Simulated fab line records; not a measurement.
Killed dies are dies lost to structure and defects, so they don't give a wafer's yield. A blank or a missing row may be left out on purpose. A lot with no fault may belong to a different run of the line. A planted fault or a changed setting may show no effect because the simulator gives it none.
fab line records -- flow n5_finfet
record lots=8, wafers=22, last_day=17
route steps=1938 shown BEOL_M4@1111 BEOL_M9@1405 PASSIVATION@1936
lots that met no fault: taken from a fault-free run of the same line
start_h: start of the lot's first displayed wafer, in hours after the record's first day -- wait_h: hours from the lot's prior step to this one -- " identical to the entry in the row above -- L1.1+2: one row covering several wafers at once -- - no value present, or no start provided -- * or withheld: withheld -- < > ~ a bound
route shown NAME@n: names a module that has steps shown in the file, with the first one's number in the route -- usual: average and standard deviation across the fault-free wafers -- same: alike in all rows -- chamber/n: place in a boat -- sites: per-site readings -- _std_site: the values' standard deviation -- _edge_site: the outer-site mean with the inner-site mean subtracted -- radius_mm: how far each site lies from the wafer's centre -- mask NAME#n: copy n -- behind: the most recent tool/chamber to have shaped the wafer -- hold: cause of the lot's hold/its duration in hours/its outcome -- device: whichever transistor did not switch (one of n, p or np) -- end of line: tests of these same wafers at the route's end -- a step with no rows: only its recipe -- killed: not the wafer's yield, but the dies lost to structure and defects at the first sort -- map: a wafer's dies, marking killed ones x, the rest . and places with no die _
set.NAME: the setting the step ran with; set.NAME@STEP: the setting that earlier step ran with -- model.NAME: the simulator's own value behind a step, which no gauge read
steps of the route over a sample of lots; a table a step, a row a wafer
services: a tool's chamber out of use, with start hour (start_h, from the record's first day; less than 0 if before it), hours out, and reason
## steps
# step N5_BEOL_M4_RC_MEAS_101
# usual DIBL_N=35.7/1.3, DIBL_P=36.0/1.6, IOFF_N=0.154/0.025, IOFF_P=0.21/0.034, ION_N=675/9.7, ION_P=465/7.4, SS_N=71.3/0.55, SS_P=73.1/0.52, VT_N=250/3, VT_P=-249/3.6
lot.wafer,tool,chamber,start_h,wait_h,DIBL_N[mV/V],DIBL_P[mV/V],IOFF_N[nA/um],IOFF_P[nA/um],ION_N[uA/um],ION_P[uA/um],SS_N[mV/dec],SS_P[mV/dec],VT_N[mV],VT_P[mV]
L500.1,prober-01,0,195.77,0.0,36.2,36.6,0.185,0.28,690,481,71.3,73.0,244,-242
L500.2,prober-01,0,195.77,0.0,37.3,38.7,0.213,0.30,704,492,71.8,73.5,244,-243
L500.4,prober-01,0,195.77,0.0,35.7,35.5,0.158,0.24,682,469,71.7,72.8,248,-245
L502.5,prober-01,0,214.91,0.6,35.7,36.5,0.151,0.23,676,465,71.8,73.2,251,-247
L502.6,prober-01,0,214.91,0.6,34.2,35.4,0.129,0.21,662,465,71.3,72.9,254,-247
L506.3,prober-02,0,238.93,0.3,35.9,37.3,0.176,0.24,674,465,72.0,73.6,244,-248
L506.5,prober-02,0,238.93,0.3,34.9,35.9,0.155,0.21,676,472,71.5,73.7,248,-252
L509.2,prober-02,0,242.71,0.2,37.6,37.7,0.174,0.25,689,475,71.1,72.6,246,-246
L509.3,prober-02,0,242.71,0.2,37.9,37.9,0.182,0.23,676,463,71.7,73.7,247,-249
L509.5,prober-02,0,242.71,0.2,38.0,38.6,0.188,0.26,684,474,72.4,73.0,247,-246
L513.1,prober-02,0,274.05,0.0,37.0,38.2,0.190,0.27,680,468,71.3,73.7,247,-244
L513.2,prober-02,0,274.05,0.0,35.8,36.5,0.169,0.25,686,471,71.2,73.7,247,-244
L513.5,prober-02,0,274.05,0.0,35.2,35.7,0.152,0.23,666,465,71.1,73.1,248,-246
L518.1,prober-02,0,302.38,0.0,36.9,35.3,0.160,0.20,671,459,71.9,72.7,249,-252
L518.2,prober-02,0,302.38,0.0,36.3,35.5,0.151,0.19,673,467,71.9,72.9,249,-252
L518.4,prober-02,0,302.38,0.0,37.2,36.2,0.168,0.21,680,459,71.7,73.7,249,-251
L517.2,prober-01,0,304.26,0.2,35.1,33.1,0.124,0.19,674,470,70.4,71.9,252,-249
L517.4,prober-01,0,304.26,0.2,36.5,34.6,0.139,0.22,666,469,71.8,71.9,251,-246
L517.6,prober-01,0,304.26,0.2,37.9,36.6,0.169,0.24,680,476,71.0,73.1,245,-246
L516.2,prober-02,0,306.31,0.2,35.3,33.8,0.121,0.15,671,453,70.8,72.5,254,-256
L516.3,prober-02,0,306.31,0.2,39.4,39.1,0.195,0.21,680,454,71.6,73.3,249,-251
L516.4,prober-02,0,306.31,0.2,35.3,34.4,0.121,0.14,668,449,70.8,72.3,254,-262
# step N5_BEOL_M9_HM_DEP_02
# recipe material=TiN, target_thk_a=200, temp_c=25, chamber_pressure_pa=0.49996
# usual substrate_temp_c=25.01/0.097, throttle_valve_pct=29.5/1.2
lot.wafer,tool,chamber,start_h,wait_h,substrate_temp_c,throttle_valve_pct
L500.1,pvd_sputter-01,-,234.45,0.3,24.87,30.9
L500.2,pvd_sputter-01,-,234.45,0.3,25.00,30.5
L500.4,pvd_sputter-01,-,234.45,0.3,24.99,27.0
L502.5,pvd_sputter-01,-,258.33,0.6,25.04,28.8
L502.6,pvd_sputter-01,-,258.33,0.6,25.14,31.1
L506.3,pvd_sputter-01,-,281.60,1.7,25.19,30.3
L506.5,pvd_sputter-01,-,281.60,1.7,24.97,30.7
L509.2,pvd_sputter-03,-,287.13,1.2,25.08,29.2
L509.3,pvd_sputter-03,-,287.13,1.2,25.06,29.8
L509.5,pvd_sputter-03,-,287.13,1.2,25.08,30.8
L513.1,pvd_sputter-03,-,317.03,1.4,24.99,29.5
L513.2,pvd_sputter-03,-,317.03,1.4,24.98,30.1
L513.5,pvd_sputter-03,-,317.03,1.4,24.93,29.2
L516.2,pvd_sputter-02,-,347.71,1.2,25.05,30.4
L516.3,pvd_sputter-02,-,347.71,1.2,25.06,27.9
L516.4,pvd_sputter-02,-,347.71,1.2,25.18,30.0
L518.1,pvd_sputter-02,-,348.25,0.4,24.95,30.4
L518.2,pvd_sputter-02,-,348.25,0.4,24.92,27.7
L518.4,pvd_sputter-02,-,348.25,0.4,24.96,29.6
L517.2,pvd_sputter-02,-,353.88,1.7,25.03,29.6
L517.4,pvd_sputter-02,-,353.88,1.7,24.90,28.3
L517.6,pvd_sputter-02,-,353.88,1.7,25.01,30.6
# step N5_BEOL_M9_ETCH_62
# recipe chemistry=N2/H2, target=SOC, target_depth_a=1100, overetch_a=220, mask_material=SiARC, temp_c=40, time_s=165, ion_energy_ev=200, pressure_mtorr=30, source_w=840, bias_w=150, n2_flow_sccm=200, h2_flow_sccm=200
# usual chamber_pressure_mTorr=30.001/0.026, drypump_motor_current_A=5.7/0.47, h2_flow_sccm=199.9/0.61, n2_flow_sccm=200.0/0.58, oes_product_au=0.66/0.079, rf_vpp_V=524.5/2.7, showerhead_plenum_p_Torr=2.57/0.094, throttle_valve_pct=17.97/0.22
# same time_s=165
lot.wafer,tool,chamber,start_h,wait_h,chamber_pressure_mTorr,drypump_motor_current_A,h2_flow_sccm,n2_flow_sccm,oes_product_au,rf_hours_counter_h,rf_vpp_V,showerhead_plenum_p_Torr,throttle_valve_pct
L500.1,rie_diel-02,2,235.29,0.0,30.004,5.3,200.4,200.2,0.64,154,526.2,2.64,17.94
L500.2,rie_diel-02,3,235.29,0.0,30.036,6.2,198.5,199.7,0.78,19,530.0,2.70,17.49
L500.4,rie_diel-02,0,235.29,0.0,30.005,6.2,199.1,200.6,0.61,197,519.9,2.42,18.02
L502.5,rie_diel-06,1,259.12,0.1,30.001,5.4,200.4,199.5,0.58,-,524.2,2.50,17.99
L502.6,rie_diel-06,0,259.12,0.1,29.993,4.9,199.1,199.9,0.73,-,524.8,2.58,18.04
L506.3,rie_diel-06,1,282.30,0.0,30.035,5.4,200.5,199.8,0.59,237,521.6,2.50,17.99
L506.5,rie_diel-06,0,282.30,0.0,29.959,5.0,200.0,199.7,0.72,-,523.9,2.58,18.04
L509.2,rie_diel-05,0,287.78,0.0,29.964,5.5,200.9,200.1,0.62,202,524.8,2.64,17.94
L509.3,rie_diel-05,2,287.78,0.0,29.992,6.1,200.7,200.1,0.58,249,524.8,2.61,17.97
L509.5,rie_diel-05,0,287.78,0.0,30.018,5.6,199.4,199.5,0.62,-,526.4,2.64,17.94
L513.1,rie_diel-06,0,317.87,0.0,30.027,4.9,201.0,200.1,0.70,84,523.6,2.58,18.07
L513.2,rie_diel-06,2,317.87,0.0,30.001,5.9,201.3,200.6,0.78,24,523.7,2.60,17.74
L513.5,rie_diel-06,2,317.87,0.0,30.001,5.9,201.2,200.3,0.78,-,524.0,2.60,17.76
L516.2,rie_diel-05,1,348.39,0.0,30.003,6.2,200.6,199.9,0.62,172,516.9,2.33,18.10
L516.3,rie_diel-05,2,348.39,0.0,29.994,6.2,198.9,200.9,0.79,7,525.4,2.61,17.55
L516.4,rie_diel-05,0,348.39,0.0,29.993,5.5,199.5,199.4,0.60,225,526.2,2.63,17.96
L518.1,rie_diel-06,1,348.92,0.0,30.041,5.3,200.0,200.1,0.83,1,523.2,2.49,17.60
L518.2,rie_diel-06,2,348.92,0.0,30.020,5.9,200.5,200.1,0.77,32,525.8,2.60,17.77
L518.4,rie_diel-06,1,348.92,0.0,29.986,5.4,200.5,200.5,0.84,-,524.3,2.49,17.62
L517.2,rie_diel-06,1,354.66,0.0,30.021,5.4,199.3,200.5,0.81,3,520.4,2.49,17.60
L517.4,rie_diel-06,1,354.66,0.0,29.996,5.4,200.6,199.9,0.82,-,522.6,2.49,17.60
L517.6,rie_diel-06,3,354.66,0.0,29.992,5.7,200.0,200.2,0.80,-,525.0,2.60,17.95
# step N5_BEOL_M9_CD_MEAS_28
# recipe target_cd_nm=70, landing_energy_ev=500, detector=se_inlens, polarity=opening
# usual cd_nm=69.95/0.28
lot.wafer,tool,chamber,start_h,wait_h,cd_nm
L500.1,cd_sem-03,0,237.19,-,69.91
L500.2,cd_sem-03,0,237.19,-,69.85
L500.4,cd_sem-03,0,237.19,-,69.72
L502.5,cd_sem-03,0,260.39,-,69.87
L502.6,cd_sem-03,0,260.39,-,69.65
L506.3,cd_sem-03,0,285.70,-,69.81
L506.5,cd_sem-03,0,285.70,-,70.39
L509.2,cd_sem-02,0,290.48,-,69.88
L509.3,cd_sem-02,0,290.48,-,70.12
L509.5,cd_sem-02,0,290.48,-,70.25
L513.1,cd_sem-03,0,323.83,-,70.19
L513.2,cd_sem-03,0,323.83,-,70.65
L513.5,cd_sem-03,0,323.83,-,70.26
L516.2,cd_sem-03,0,349.20,-,69.61
L516.3,cd_sem-03,0,349.20,-,69.84
L516.4,cd_sem-03,0,349.20,-,69.58
L518.1,cd_sem-01,0,349.59,-,69.97
L518.2,cd_sem-01,0,349.59,-,69.98
L518.4,cd_sem-01,0,349.59,-,69.80
L517.2,cd_sem-03,0,357.16,-,70.08
L517.4,cd_sem-03,0,357.16,-,69.78
L517.6,cd_sem-03,0,357.16,-,69.90
# step N5_BEOL_M9_VIA_ETCH_34
# recipe chemistry=C4F6/O2, target=SiCOH_lowk, target_depth_a=1824, mask_material=SOC, taper_deg=4, time_s=68.4, ion_energy_ev=250, pressure_mtorr=30, source_w=345, bias_w=185, Ar_flow_sccm=300, C4F6_flow_sccm=10, O2_flow_sccm=10
# usual chamber_pressure_mTorr=30.00/0.031, drypump_motor_current_A=5.8/0.47, mfc_ar_sccm=300.0/1, oes_ar_750_au=0.78/0.092, oes_product_au=0.78/0.097, rf_vpp_V=664/7.2, showerhead_plenum_p_Torr=2.87/0.1, throttle_valve_pct=21.00/0.21
# same time_s=68.4
lot.wafer,tool,chamber,start_h,wait_h,chamber_pressure_mTorr,drypump_motor_current_A,mfc_ar_sccm,oes_ar_750_au,oes_product_au,rf_hours_counter_h,rf_vpp_V,showerhead_plenum_p_Torr,throttle_valve_pct
L500.1,rie_diel-06,1,237.49,0.0,29.95,5.4,300.3,0.70,0.69,224,661,2.81,21.09
L500.2,rie_diel-06,3,237.49,0.0,30.04,5.7,299.2,0.70,0.68,237,655,2.93,21.31
L500.4,rie_diel-06,2,237.49,0.0,30.00,5.9,298.8,1.00,1.00,0,672,2.91,20.74
L502.5,rie_diel-05,2,261.01,0.0,29.99,6.1,299.2,0.70,0.25,-,668,2.91,20.77
L502.6,rie_diel-05,3,261.01,0.0,30.01,6.6,300.3,0.74,0.73,-,663,2.93,21.35
L506.3,rie_diel-06,0,286.00,0.0,29.97,5.0,300.1,0.84,0.32,75,669,2.88,20.85
L506.5,rie_diel-06,2,286.00,0.0,29.99,5.9,302.1,0.94,0.36,-,673,2.90,20.60
L509.2,rie_diel-06,2,290.78,0.0,30.03,5.9,299.2,0.92,0.95,15,674,2.90,20.75
L509.3,rie_diel-06,0,290.78,0.0,29.99,4.9,298.4,0.84,0.84,77,668,2.88,21.01
L509.5,rie_diel-06,2,290.78,0.0,29.99,5.9,299.6,0.94,0.95,-,672,2.90,20.78
L513.1,rie_diel-05,3,324.41,0.0,29.97,6.6,300.8,0.72,0.71,220,661,2.92,21.40
L513.2,rie_diel-05,1,324.41,0.0,29.99,6.2,299.4,0.75,0.74,164,661,2.63,21.18
L513.5,rie_diel-05,1,324.41,0.0,30.01,6.3,300.2,0.74,0.75,-,660,2.63,21.21
L516.2,rie_diel-06,1,349.51,0.0,30.00,5.4,300.8,0.98,0.97,1,661,2.80,20.78
L516.3,rie_diel-06,2,349.51,0.0,29.95,5.9,300.2,0.89,0.91,32,673,2.89,20.78
L516.4,rie_diel-06,2,349.51,0.0,29.98,5.9,300.6,0.90,0.91,-,673,2.89,20.81
L518.1,rie_diel-02,3,349.89,0.0,29.97,6.2,299.6,0.85,0.85,55,671,3.01,20.70
L518.2,rie_diel-02,2,349.89,0.0,29.98,5.3,300.2,0.72,0.72,180,665,2.94,21.08
L518.4,rie_diel-02,1,349.89,0.0,30.03,5.5,299.6,0.70,0.70,245,674,2.92,20.87
L517.2,rie_diel-05,3,357.68,0.0,29.97,6.6,300.8,0.71,0.70,231,661,2.92,21.41
L517.4,rie_diel-05,0,357.68,0.0,29.95,5.5,300.7,0.72,0.71,227,662,2.93,21.05
L517.6,rie_diel-05,2,357.68,0.0,30.01,6.1,300.7,0.92,0.93,-,667,2.90,20.60
# step N5_BEOL_M9_OCD_MEAS_38
# usual trench_depth_nm=150.2/2.1
lot.wafer,tool,chamber,start_h,wait_h,trench_depth_nm
L500.1,ocd-01,-,237.77,-,148.2
L500.2,ocd-01,-,237.77,-,148.7
L500.4,ocd-01,-,237.77,-,152.8
L502.5,ocd-02,-,261.27,-,-
L502.6,ocd-02,-,261.27,-,148.1
L506.3,ocd-01,-,286.28,-,-
L506.5,ocd-01,-,286.28,-,-
L509.2,ocd-01,-,291.06,-,153.2
L509.3,ocd-01,-,291.06,-,148.6
L509.5,ocd-01,-,291.06,-,152.1
L513.1,ocd-02,-,324.70,-,149.4
L513.2,ocd-02,-,324.70,-,153.1
L513.5,ocd-02,-,324.70,-,151.4
L516.2,ocd-01,-,349.79,-,152.0
L516.3,ocd-01,-,349.79,-,153.6
L516.4,ocd-01,-,349.79,-,152.6
L518.1,ocd-01,-,350.17,-,150.1
L518.2,ocd-01,-,350.17,-,148.4
L518.4,ocd-01,-,350.17,-,148.6
L517.2,ocd-02,-,357.96,-,148.6
L517.4,ocd-02,-,357.96,-,150.5
L517.6,ocd-02,-,357.96,-,154.1
# step N5_BEOL_M9_CD_MEAS_35
# recipe target_cd_nm=70, target_cd_y_nm=40, polarity=opening
# usual cd_nm=70.2/0.63
lot.wafer,tool,chamber,start_h,wait_h,cd_nm
L500.1,cd_sem-02,-,237.92,0.0,70.4
L500.2,cd_sem-02,-,237.92,0.0,71.0
L500.4,cd_sem-02,-,237.92,0.0,70.7
L502.5,cd_sem-02,-,261.43,0.0,-
L502.6,cd_sem-02,-,261.43,0.0,69.0
L506.3,cd_sem-03,-,286.43,0.0,-
L506.5,cd_sem-03,-,286.43,0.0,-
L509.2,cd_sem-03,-,291.21,0.0,70.5
L509.3,cd_sem-03,-,291.21,0.0,69.9
L509.5,cd_sem-03,-,291.21,0.0,70.7
L513.1,cd_sem-02,-,324.85,0.0,69.5
L513.2,cd_sem-02,-,324.85,0.0,70.2
L513.5,cd_sem-02,-,324.85,0.0,69.2
L516.2,cd_sem-03,-,349.96,0.0,69.9
L516.3,cd_sem-03,-,349.96,0.0,70.6
L516.4,cd_sem-03,-,349.96,0.0,70.2
L518.1,cd_sem-03,-,350.32,0.0,69.4
L518.2,cd_sem-03,-,350.32,0.0,69.9
L518.4,cd_sem-03,-,350.32,0.0,69.4
L517.2,cd_sem-03,-,358.12,0.0,69.6
L517.4,cd_sem-03,-,358.12,0.0,70.6
L517.6,cd_sem-03,-,358.12,0.0,70.6
# step N5_BEOL_M9_DEGAS_44
# recipe ambient=vacuum, temp_c=250, time_s=60
# usual heater_power_w=339/31
# same time_s=60
lot.wafer,tool,chamber,start_h,wait_h,heater_power_w
L500.1,pvd_sputter-03,-,238.32,0.3,301
L500.2,pvd_sputter-03,-,238.32,0.3,347
L500.4,pvd_sputter-03,-,238.32,0.3,352
L502.5,pvd_sputter-03,-,262.72,0.8,342
L502.6,pvd_sputter-03,-,262.72,0.8,358
L506.3,pvd_sputter-02,-,287.23,0.6,345
L506.5,pvd_sputter-02,-,287.23,0.6,355
L509.2,pvd_sputter-02,-,291.79,0.4,320
L509.3,pvd_sputter-02,-,291.79,0.4,399
L509.5,pvd_sputter-02,-,291.79,0.4,388
L513.1,pvd_sputter-02,-,326.95,2.0,407
L513.2,pvd_sputter-02,-,326.95,2.0,324
L513.5,pvd_sputter-02,-,326.95,2.0,374
L516.2,pvd_sputter-01,-,350.61,0.3,355
L516.3,pvd_sputter-01,-,350.61,0.3,300
L516.4,pvd_sputter-01,-,350.61,0.3,283
L518.1,pvd_sputter-03,-,351.06,0.6,352
L518.2,pvd_sputter-03,-,351.06,0.6,298
L518.4,pvd_sputter-03,-,351.06,0.6,344
L517.2,pvd_sputter-03,-,358.57,0.3,345
L517.4,pvd_sputter-03,-,358.57,0.3,363
L517.6,pvd_sputter-03,-,358.57,0.3,365
# step N5_PASSIVATION_PROBE_49
# usual defect_limited_yield=91.6/1.4, killed_at_M0_to_M3=35/10, killed_at_M4_up=13/5.3, killed_at_contacts=12/5.9, killed_at_front_end=36/9.9, killed_at_other=3.2/3, killed_dies=99/16, killed_on_rim=13/3.9, killed_open=66/12, killed_short=32/7.7, sort_bin_5_function=4.9/0.91, sort_bin_6_memory=3.2/0.65, sort_n_pass=1081/16, sort_yield_pct=91.6/1.4
# same gross_dies=1180, killed_at_back_side=0, sort_bin_4_leakage[%]=0, sort_bin_8_speed[%]=0
lot.wafer,tool,chamber,start_h,wait_h,defect_limited_yield[%],killed_at_M0_to_M3,killed_at_M4_up,killed_at_contacts,killed_at_front_end,killed_at_other,killed_dies,killed_on_rim,killed_open,killed_short,sort_bin_5_function[%],sort_bin_6_memory[%],sort_n_pass,sort_yield_pct[%]
L502.5,prober-01,-,323.92,0.2,0,37,1079,12,47,5,1180,152,74,44,95.2,4.7,0,0
L502.6,prober-01,-,323.97,0.3,90.7,30,18,4,50,8,110,15,67,39,5.2,3.6,1070,90.7
L506.3,prober-02,-,346.73,0.1,0,53,1071,5,48,3,1180,152,78,51,95.0,4.5,0,0
L506.5,prober-02,-,346.83,0.2,0,40,1084,2,52,2,1180,152,68,42,96.0,3.6,0,0
L509.2,prober-01,-,350.30,0.1,91.6,38,13,11,33,4,99,17,59,39,4.8,3.4,1081,91.6
L509.3,prober-01,-,350.35,0.1,91.0,38,7,19,42,0,106,10,61,45,5.3,3.7,1074,91.0
L509.5,prober-01,-,350.45,0.2,92.8,31,15,9,29,1,85,13,50,31,4.1,2.6,1095,92.8
L518.1,prober-01,-,409.57,0.2,90.8,43,16,3,44,3,109,18,78,28,4.9,4.0,1071,90.8
L518.2,prober-01,-,409.62,0.2,91.0,18,12,14,62,0,106,11,76,30,5.7,3.1,1074,91.0
L518.4,prober-01,-,409.72,0.3,94.4,16,9,7,34,0,66,10,44,21,3.5,1.9,1114,94.4
L517.2,prober-01,-,418.92,0.1,88.0,44,21,15,60,2,142,20,99,42,7.0,4.8,1038,88.0
L517.4,prober-01,-,419.02,0.2,92.9,33,19,5,26,1,84,5,57,25,4.3,2.6,1096,92.9
L517.6,prober-01,-,419.12,0.3,91.0,47,19,16,22,2,106,13,84,20,5.5,3.3,1074,91.0
# killed by level:class
L502.5 BEOL_M9:area_open=1062 FIN_SAQP:geometric_particle:open=15 BEOL_M3:geometric_particle:open=12 FIN_SAQP:geometric_particle:short=11 MOL_CONTACT_COAG:geometric_particle:open=10 BEOL_M0_SAQP:geometric_particle:short=7 BEOL_M0_SAQP:geometric_particle:open=7 BEOL_M4:geometric_particle:open=7
L502.6 FIN_SAQP:geometric_particle:short=13 STI_FIN_REVEAL:geometric_particle:open=12 FIN_SAQP:geometric_particle:open=10 BEOL_M3:geometric_particle:open=9 BEOL_M1:geometric_particle:open=5 BEOL_M2:geometric_particle:open=5 BEOL_M4:geometric_particle:open=4 BEOL_M5:geometric_particle:open=4
L506.3 BEOL_M9:area_open=1051 BEOL_M0_SAQP:geometric_particle:short=17 BEOL_M0_SAQP:geometric_particle:open=11 STI_FIN_REVEAL:geometric_particle:open=10 BEOL_M4:geometric_particle:open=9 GATE_CUT:geometric_particle:open=8 BEOL_M0:geometric_particle:open=8 BEOL_M1:geometric_particle:open=6
L506.5 BEOL_M9:area_open=1068 STI_FIN_REVEAL:geometric_particle:open=16 FIN_SAQP:geometric_particle:open=14 FIN_SAQP:geometric_particle:short=10 BEOL_M4:geometric_particle:short=9 BEOL_M0_SAQP:geometric_particle:short=8 BEOL_M1:geometric_particle:open=8 BEOL_M0_SAQP:geometric_particle:open=7
L509.2 BEOL_M3:geometric_particle:open=12 FIN_SAQP:geometric_particle:short=11 MOL_CONTACT_COAG:geometric_particle:open=10 BEOL_M0_SAQP:geometric_particle:open=8 BEOL_M0_SAQP:geometric_particle:short=8 STARTING-WAFER:geometric_particle:open=5 GATE_CUT:geometric_particle:short=4 DUMMY_GATE:geometric_particle:open=4
L509.3 FIN_SAQP:geometric_particle:short=18 MOL_CONTACT_COAG:geometric_particle:open=17 BEOL_M0_SAQP:geometric_particle:short=12 BEOL_M0_SAQP:geometric_particle:open=11 BEOL_M2:geometric_particle:open=6 GATE_CUT:geometric_particle:short=6 FIN_SAQP:geometric_particle:open=4 BEOL_M3:geometric_particle:open=4
L509.5 BEOL_M0_SAQP:geometric_particle:short=8 MOL_CONTACT_COAG:geometric_particle:open=7 BEOL_M1:geometric_particle:open=7 STI_FIN_REVEAL:geometric_particle:open=6 BEOL_M0_SAQP:geometric_particle:open=6 DUMMY_GATE:geometric_particle:short=5 BEOL_M4:geometric_particle:short=5 FIN_SAQP:geometric_particle:open=4
L518.1 BEOL_M0_SAQP:geometric_particle:open=19 FIN_SAQP:geometric_particle:short=10 STI_FIN_REVEAL:geometric_particle:open=10 FIN_SAQP:geometric_particle:open=9 BEOL_M0_SAQP:geometric_particle:short=9 BEOL_M2:geometric_particle:open=6 DUMMY_GATE:geometric_particle:open=5 BEOL_M1:geometric_particle:open=4
L518.2 STI_FIN_REVEAL:geometric_particle:open=20 FIN_SAQP:geometric_particle:open=13 MOL_CONTACT_COAG:geometric_particle:open=9 GATE_CUT:geometric_particle:short=7 BEOL_M0_SAQP:geometric_particle:open=7 GATE_CUT:geometric_particle:open=6 BEOL_M0_SAQP:geometric_particle:short=6 MOL_CONTACT_COAG:geometric_particle:short=5
L518.4 STI_FIN_REVEAL:geometric_particle:open=11 FIN_SAQP:geometric_particle:short=7 MOL_CONTACT_COAG:geometric_particle:open=6 BEOL_M0_SAQP:geometric_particle:short=5 BEOL_M0_SAQP:geometric_particle:open=4 FIN_SAQP:geometric_particle:open=3 DUMMY_GATE:geometric_particle:open=3 BEOL_M5:geometric_particle:open=3
L517.2 STI_FIN_REVEAL:geometric_particle:open=22 MOL_CONTACT_COAG:geometric_particle:open=13 BEOL_M4:geometric_particle:open=11 FIN_SAQP:geometric_particle:short=10 FIN_SAQP:geometric_particle:open=9 BEOL_M3:geometric_particle:open=9 BEOL_M2:geometric_particle:open=7 BEOL_M2:geometric_particle:short=6
L517.4 STI_FIN_REVEAL:geometric_particle:open=8 BEOL_M2:geometric_particle:open=8 BEOL_M3:geometric_particle:open=6 FIN_SAQP:geometric_particle:short=5 BEOL_M1:geometric_particle:open=5 MOL_CONTACT_COAG:geometric_particle:open=4 BEOL_M0_SAQP:geometric_particle:short=4 BEOL_M4:geometric_particle:open=4
L517.6 BEOL_M2:geometric_particle:open=19 MOL_CONTACT_COAG:geometric_particle:open=14 BEOL_M1:geometric_particle:open=9 BEOL_M4:geometric_particle:open=7 BEOL_M3:geometric_particle:open=7 FIN_SAQP:geometric_particle:open=5 STI_FIN_REVEAL:geometric_particle:open=5 FIN_SAQP:geometric_particle:short=4
## services
tool,chamber,start_h,hours,kind
rie_diel-06,2,212.43,-,clean
rie_diel-06,2,212.43,-,consumable_replace:focus_ring
rie_diel-06,2,212.43,23.1,scheduled_down
rie_diel-06,2,212.43,23.1,vent_cycle
rie_diel-02,3,265.75,4.8,repair
rie_diel-06,3,283.42,-,clean
rie_diel-06,3,283.42,-,consumable_replace:focus_ring
rie_diel-06,3,283.42,15.8,scheduled_down
rie_diel-06,3,283.42,15.8,vent_cycle
rie_diel-05,2,290.86,-,clean
rie_diel-05,2,290.86,-,consumable_replace:focus_ring
rie_diel-05,2,290.86,36.0,scheduled_down
rie_diel-05,2,290.86,36.0,vent_cycle
rie_diel-06,0,294.17,6.8,repair
pvd_sputter-02,-,306.31,3.3,repair
rie_diel-02,2,312.93,29.5,repair
rie_diel-06,1,331.18,-,clean
rie_diel-06,1,331.18,-,consumable_replace:focus_ring
rie_diel-06,1,331.18,13.8,scheduled_down
rie_diel-06,1,331.18,13.8,vent_cycle
## key
first_sign step=N5_BEOL_M9_VIA_ETCH_34, reading=oes_product_au, direction=down, sigmas=4.8, usual=0.78, struck=0.31
effect step=N5_BEOL_M9_OCD_MEAS_38, reading=trench_depth_nm, direction=missing
effect step=N5_BEOL_M9_CD_MEAS_35, reading=cd_nm, direction=missing
effect step=N5_PASSIVATION_PROBE_49, reading=killed_at_M4_up, direction=up, sigmas=99+, usual=13, struck=1078
more_kills_born_at N5_BEOL_M9_HM_OPEN_17@rie_metal-03=2119, N5_BEOL_M9_HM_OPEN_17@rie_metal-02=1062
met_at N5_BEOL_M9_HM_DEP_02
struck_lots L502,L506
struck_wafers L502.5,L506.3,L506.5
later_rows_left_out L502.5,L506.3,L506.5
not_acting_at N5_BEOL_M9_ETCH_62,N5_BEOL_M9_CD_MEAS_28,N5_BEOL_M9_DEGAS_44
onset_between 234.45 258.33
fault kind=process_parameter_drift, tool=pvd_sputter-01, chamber=-, onset_h=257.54, steps=N5_BEOL_M9_HM_DEP_02, channel=target_thk_a, offset=*, shape=step, end_h=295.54, scope=struck_wafers_only, acts_in=*, stated=*
# later_rows_left_out: the simulator's readings of these wafers behind a module that went badly wrong aren't trusted and aren't shown, but for the sort
